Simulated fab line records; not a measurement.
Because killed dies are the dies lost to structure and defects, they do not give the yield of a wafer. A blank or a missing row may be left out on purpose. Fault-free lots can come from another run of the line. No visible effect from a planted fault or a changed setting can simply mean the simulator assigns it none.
Chamber matching | flow nand_harc | 4 sister chambers for NHARC_A_WL_FILL_ETCHBACK_26 on rie_si-01
The step etches the open film in HBr, target depth 52 nm, time 13.3 s. 14 wafers are shown with their chamber, then 7 later ones without.

EACH WAFER AND ITS CHAMBER
wafer  | chamber | drypump_motor_current_A (A) | throttle_valve_pct (%) | oes_product_au (a.u.)
L076.3 | 2       | 5.5                         | 23.274                 | 0.999
L076.5 | 2       | 5.5                         | 23.257                 | 1.005
L076.6 | 3       | 5.1                         | 23.275                 | 1.012
L079.1 | 0       | 5.6                         | 23.248                 | 0.980
L079.4 | 3       | 5.1                         | 23.259                 | 1.026
L079.6 | 2       | 5.5                         | 23.254                 | 0.999
L086.1 | 3       | 5.1                         | 23.270                 | 1.002
L086.2 | 0       | 5.6                         | 23.276                 | 1.008
L086.5 | 1       | 5.7                         | 23.261                 | 0.992
L085.1 | 0       | 5.6                         | 23.285                 | 1.005
L085.3 | 1       | 5.7                         | 23.265                 | 0.995
L085.6 | 3       | 5.2                         | 23.278                 | 0.995
L089.1 | 1       | 5.7                         | 23.253                 | 1.008
L089.2 | 0       | 5.5                         | 23.276                 | 1.006

SIGNATURES (averages over the wafers above)
reading                 | chamber 0 | chamber 1 | chamber 2 | chamber 3 | scatter within a chamber
drypump_motor_current_A | 5.575     | 5.700     | 5.500     | 5.125     | 0.0387
throttle_valve_pct      | 23.27125  | 23.25967  | 23.26167  | 23.27050  | 0.0114
oes_product_au          | 0.99975   | 0.99833   | 1.00100   | 1.00875   | 0.0111
Rule: distance of a wafer from a chamber = root of the sum over the readings of ((wafer's reading minus chamber's mean) / reading's scatter) squared. The wafer belongs to the nearest chamber; if the next one is less than 2 further off, it can't be placed. The scatter: take each reading less its chamber's mean, square it, sum over the shown wafers, divide by the number of wafers less the number of chambers, and take the root.

WAFERS WITHOUT THEIR CHAMBER
wafer  | drypump_motor_current_A (A) | throttle_valve_pct (%) | oes_product_au (a.u.)
L089.3 | 5.5                         | 23.273                 | 1.001
L092.1 | 5.1                         | 23.275                 | 1.006
L092.5 | 5.7                         | 23.263                 | 0.994
L092.6 | 5.5                         | 23.271                 | 0.991
L096.3 | 5.1                         | 23.259                 | 0.999
L096.5 | 5.7                         | 23.256                 | 1.005
L096.6 | 5.6                         | 23.266                 | 1.006

CHAMBER TAKEN BY EACH
wafer  | from the rows above          | in truth
L089.3 | can't be placed: 2 or 0      | 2
L092.1 | 3                            | 3
L092.5 | 1                            | 1
L092.6 | can't be placed: 2 or 0      | 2
L096.3 | 3                            | 3
L096.5 | 1                            | 1
L096.6 | can't be placed: 0 or 2 or 1 | 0
4 of 7 placed correctly. Can't be placed from these rows: 3 (the true chamber is among the candidates in 3). Number placed wrongly: 0.
